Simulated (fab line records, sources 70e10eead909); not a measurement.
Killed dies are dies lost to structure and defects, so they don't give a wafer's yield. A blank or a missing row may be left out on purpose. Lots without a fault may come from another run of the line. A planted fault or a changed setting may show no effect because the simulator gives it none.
Chamber matching | flow nand_harc | NHARC_A_STAIRCASE_TRIM_229 on rie_diel-06: 4 sister chambers
The step chemistry O2, time 211.2 s. 18 wafers are shown with their chamber, then 9 later ones without.

WAFERS WITH THEIR CHAMBER
wafer  | chamber | showerhead_plenum_p_Torr (Torr) | drypump_motor_current_A (A) | rf_vpp_V (V)
L075.1 | 3       | 3.68                            | 6.1                         | 58.2
L075.2 | 0       | 3.48                            | 5.2                         | 57.3
L075.6 | 0       | 3.48                            | 5.2                         | 57.0
L076.1 | 2       | 3.61                            | 6.2                         | 57.0
L076.2 | 3       | 3.68                            | 6.1                         | 58.6
L076.3 | 0       | 3.47                            | 5.2                         | 56.6
L076.4 | 1       | 3.65                            | 5.9                         | 57.9
L076.5 | 2       | 3.61                            | 6.1                         | 57.7
L076.6 | 3       | 3.68                            | 6.1                         | 58.6
L077.3 | 2       | 3.61                            | 6.2                         | 58.3
L077.4 | 3       | 3.68                            | 6.1                         | 57.4
L077.5 | 0       | 3.47                            | 5.3                         | 56.8
L083.2 | 2       | 3.60                            | 6.1                         | 58.2
L083.5 | 3       | 3.67                            | 6.1                         | 58.1
L083.6 | 2       | 3.60                            | 6.2                         | 56.5
L081.1 | 1       | 3.64                            | 5.9                         | 57.3
L081.2 | 0       | 3.47                            | 5.3                         | 56.7
L081.5 | 2       | 3.60                            | 6.2                         | 56.7

SIGNATURES (means of the wafers above)
reading                  | chamber 0 | chamber 1 | chamber 2 | chamber 3 | scatter within a chamber
showerhead_plenum_p_Torr | 3.4740    | 3.6450    | 3.6050    | 3.6780    | 0.00535
drypump_motor_current_A  | 5.240     | 5.900     | 6.167     | 6.100     | 0.0425
rf_vpp_V                 | 56.880    | 57.600    | 57.400    | 58.180    | 0.564
Rule: a wafer's distance from a chamber is the root of the sum, over the readings, of the square of ((its reading less the chamber's mean) divided by the reading's scatter). The wafer belongs to the nearest chamber; if the next one is less than 2 further off, it can't be placed. The scatter: the root of (the sum of the squares of (reading less its chamber's mean) over the shown wafers, divided by (wafers less chambers)).

WAFERS WITHOUT THEIR CHAMBER
wafer  | showerhead_plenum_p_Torr (Torr) | drypump_motor_current_A (A) | rf_vpp_V (V)
L089.4 | 3.59                            | 6.1                         | 58.0
L089.5 | 3.64                            | 5.9                         | 58.7
L089.6 | 3.59                            | 6.1                         | 57.7
L092.1 | 3.46                            | 5.2                         | 56.9
L092.3 | 3.66                            | 6.1                         | 56.6
L092.5 | 3.66                            | 6.2                         | 57.4
L097.1 | 3.63                            | 5.8                         | 57.4
L097.2 | 3.45                            | 5.3                         | 57.9
L097.6 | 3.58                            | 6.1                         | 57.7

WHICH CHAMBER EACH WENT THROUGH
wafer  | from the rows above     | in truth
L089.4 | 2                       | 2
L089.5 | 1                       | 1
L089.6 | 2                       | 2
L092.1 | 0                       | 0
L092.3 | can't be placed: 3 or 1 | 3
L092.5 | 3                       | 3
L097.1 | 1                       | 1
L097.2 | 0                       | 0
L097.6 | 2                       | 2
Placed correctly: 8 of 9. Can't be placed from these rows: 1 (the true chamber is among the candidates in 1). Placed wrongly: 0.
